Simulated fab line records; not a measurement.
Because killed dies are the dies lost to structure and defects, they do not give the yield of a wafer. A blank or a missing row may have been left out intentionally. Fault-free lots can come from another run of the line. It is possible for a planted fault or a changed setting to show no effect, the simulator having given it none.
Chamber matching / flow nand_harc / rie_diel-04 running NHARC_A_STAIRCASE_DESCUM_252: 4 sister chambers
The step chemistry O2, time 3 s. 24 wafers are shown with their chamber, then 12 later ones without.

EACH WAFER AND ITS CHAMBER
wafer=L075.3; chamber=3; showerhead_plenum_p_Torr (Torr)=1.78; drypump_motor_current_A (A)=6.2; oes_product_au (a.u.)=0.990
wafer=L075.4; chamber=2; showerhead_plenum_p_Torr (Torr)=2.08; drypump_motor_current_A (A)=6.0; oes_product_au (a.u.)=1.010
wafer=L075.6; chamber=3; showerhead_plenum_p_Torr (Torr)=1.78; drypump_motor_current_A (A)=6.2; oes_product_au (a.u.)=0.988
wafer=L075.1; chamber=0; showerhead_plenum_p_Torr (Torr)=1.87; drypump_motor_current_A (A)=5.7; oes_product_au (a.u.)=0.999
wafer=L075.2; chamber=1; showerhead_plenum_p_Torr (Torr)=1.80; drypump_motor_current_A (A)=5.7; oes_product_au (a.u.)=1.003
wafer=L075.5; chamber=0; showerhead_plenum_p_Torr (Torr)=1.87; drypump_motor_current_A (A)=5.7; oes_product_au (a.u.)=0.996
wafer=L078.2; chamber=0; showerhead_plenum_p_Torr (Torr)=1.87; drypump_motor_current_A (A)=5.7; oes_product_au (a.u.)=0.993
wafer=L078.5; chamber=0; showerhead_plenum_p_Torr (Torr)=1.87; drypump_motor_current_A (A)=5.7; oes_product_au (a.u.)=0.982
wafer=L078.6; chamber=3; showerhead_plenum_p_Torr (Torr)=1.77; drypump_motor_current_A (A)=6.2; oes_product_au (a.u.)=0.976
wafer=L077.1; chamber=1; showerhead_plenum_p_Torr (Torr)=1.79; drypump_motor_current_A (A)=5.7; oes_product_au (a.u.)=0.993
wafer=L077.2; chamber=2; showerhead_plenum_p_Torr (Torr)=2.07; drypump_motor_current_A (A)=5.9; oes_product_au (a.u.)=0.996
wafer=L077.5; chamber=2; showerhead_plenum_p_Torr (Torr)=2.07; drypump_motor_current_A (A)=6.0; oes_product_au (a.u.)=1.000
wafer=L080.3; chamber=1; showerhead_plenum_p_Torr (Torr)=1.79; drypump_motor_current_A (A)=5.7; oes_product_au (a.u.)=1.012
wafer=L080.4; chamber=1; showerhead_plenum_p_Torr (Torr)=1.79; drypump_motor_current_A (A)=5.7; oes_product_au (a.u.)=0.999
wafer=L080.6; chamber=0; showerhead_plenum_p_Torr (Torr)=1.86; drypump_motor_current_A (A)=5.7; oes_product_au (a.u.)=0.996
wafer=L085.2; chamber=2; showerhead_plenum_p_Torr (Torr)=2.06; drypump_motor_current_A (A)=5.9; oes_product_au (a.u.)=0.992
wafer=L085.4; chamber=1; showerhead_plenum_p_Torr (Torr)=1.79; drypump_motor_current_A (A)=5.7; oes_product_au (a.u.)=1.001
wafer=L085.6; chamber=0; showerhead_plenum_p_Torr (Torr)=1.86; drypump_motor_current_A (A)=5.7; oes_product_au (a.u.)=0.982
wafer=L086.3; chamber=1; showerhead_plenum_p_Torr (Torr)=1.79; drypump_motor_current_A (A)=5.7; oes_product_au (a.u.)=0.999
wafer=L086.4; chamber=3; showerhead_plenum_p_Torr (Torr)=1.77; drypump_motor_current_A (A)=6.2; oes_product_au (a.u.)=0.978
wafer=L086.6; chamber=3; showerhead_plenum_p_Torr (Torr)=1.77; drypump_motor_current_A (A)=6.2; oes_product_au (a.u.)=0.982
wafer=L087.1; chamber=2; showerhead_plenum_p_Torr (Torr)=2.06; drypump_motor_current_A (A)=5.9; oes_product_au (a.u.)=0.989
wafer=L087.3; chamber=3; showerhead_plenum_p_Torr (Torr)=1.76; drypump_motor_current_A (A)=6.3; oes_product_au (a.u.)=0.993
wafer=L087.4; chamber=0; showerhead_plenum_p_Torr (Torr)=1.86; drypump_motor_current_A (A)=5.7; oes_product_au (a.u.)=1.000

SIGNATURES (means of the wafers above)
reading=showerhead_plenum_p_Torr; chamber 0=1.8657; chamber 1=1.7917; chamber 2=2.0680; chamber 3=1.7717; scatter within a chamber=0.0064
reading=drypump_motor_current_A; chamber 0=5.700; chamber 1=5.700; chamber 2=5.940; chamber 3=6.217; scatter within a chamber=0.0319
reading=oes_product_au; chamber 0=0.99257; chamber 1=1.00117; chamber 2=0.99740; chamber 3=0.98450; scatter within a chamber=0.00722
Rule: a wafer's distance from a chamber is the root of the sum, over the readings, of the square of ((its reading less the chamber's mean) divided by the reading's scatter). The wafer belongs to the nearest chamber; if the next one is less than 2 further off, it can't be placed. The scatter is the square root of a quotient: the sum, over the shown wafers, of each reading's squared deviation from its chamber's mean, divided by wafers minus chambers.

WAFERS MISSING THEIR CHAMBER
wafer=L092.1; showerhead_plenum_p_Torr (Torr)=2.06; drypump_motor_current_A (A)=5.9; oes_product_au (a.u.)=0.974
wafer=L092.2; showerhead_plenum_p_Torr (Torr)=2.08; drypump_motor_current_A (A)=6.2; oes_product_au (a.u.)=1.012
wafer=L092.5; showerhead_plenum_p_Torr (Torr)=2.06; drypump_motor_current_A (A)=6.0; oes_product_au (a.u.)=0.976
wafer=L093.1; showerhead_plenum_p_Torr (Torr)=1.78; drypump_motor_current_A (A)=5.7; oes_product_au (a.u.)=0.990
wafer=L093.4; showerhead_plenum_p_Torr (Torr)=1.85; drypump_motor_current_A (A)=5.7; oes_product_au (a.u.)=0.994
wafer=L093.6; showerhead_plenum_p_Torr (Torr)=2.08; drypump_motor_current_A (A)=6.3; oes_product_au (a.u.)=1.013
wafer=L097.1; showerhead_plenum_p_Torr (Torr)=1.85; drypump_motor_current_A (A)=5.7; oes_product_au (a.u.)=0.994
wafer=L097.3; showerhead_plenum_p_Torr (Torr)=1.78; drypump_motor_current_A (A)=5.7; oes_product_au (a.u.)=0.984
wafer=L097.6; showerhead_plenum_p_Torr (Torr)=2.05; drypump_motor_current_A (A)=5.9; oes_product_au (a.u.)=0.968
wafer=L095.1; showerhead_plenum_p_Torr (Torr)=1.85; drypump_motor_current_A (A)=5.7; oes_product_au (a.u.)=1.011
wafer=L095.4; showerhead_plenum_p_Torr (Torr)=1.78; drypump_motor_current_A (A)=5.7; oes_product_au (a.u.)=0.988
wafer=L095.5; showerhead_plenum_p_Torr (Torr)=2.05; drypump_motor_current_A (A)=5.9; oes_product_au (a.u.)=0.974

WHICH CHAMBER EACH WENT THROUGH
wafer=L092.1; from the rows above=2; in truth=2
wafer=L092.2; from the rows above=2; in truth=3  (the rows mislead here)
wafer=L092.5; from the rows above=2; in truth=2
wafer=L093.1; from the rows above=1; in truth=1
wafer=L093.4; from the rows above=0; in truth=0
wafer=L093.6; from the rows above=2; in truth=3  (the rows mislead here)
wafer=L097.1; from the rows above=0; in truth=0
wafer=L097.3; from the rows above=1; in truth=1
wafer=L097.6; from the rows above=2; in truth=2
wafer=L095.1; from the rows above=0; in truth=0
wafer=L095.4; from the rows above=1; in truth=1
wafer=L095.5; from the rows above=2; in truth=2
Correctly placed: 10 of 12. Left unplaced by these rows: 0. Wrongly placed: 2.
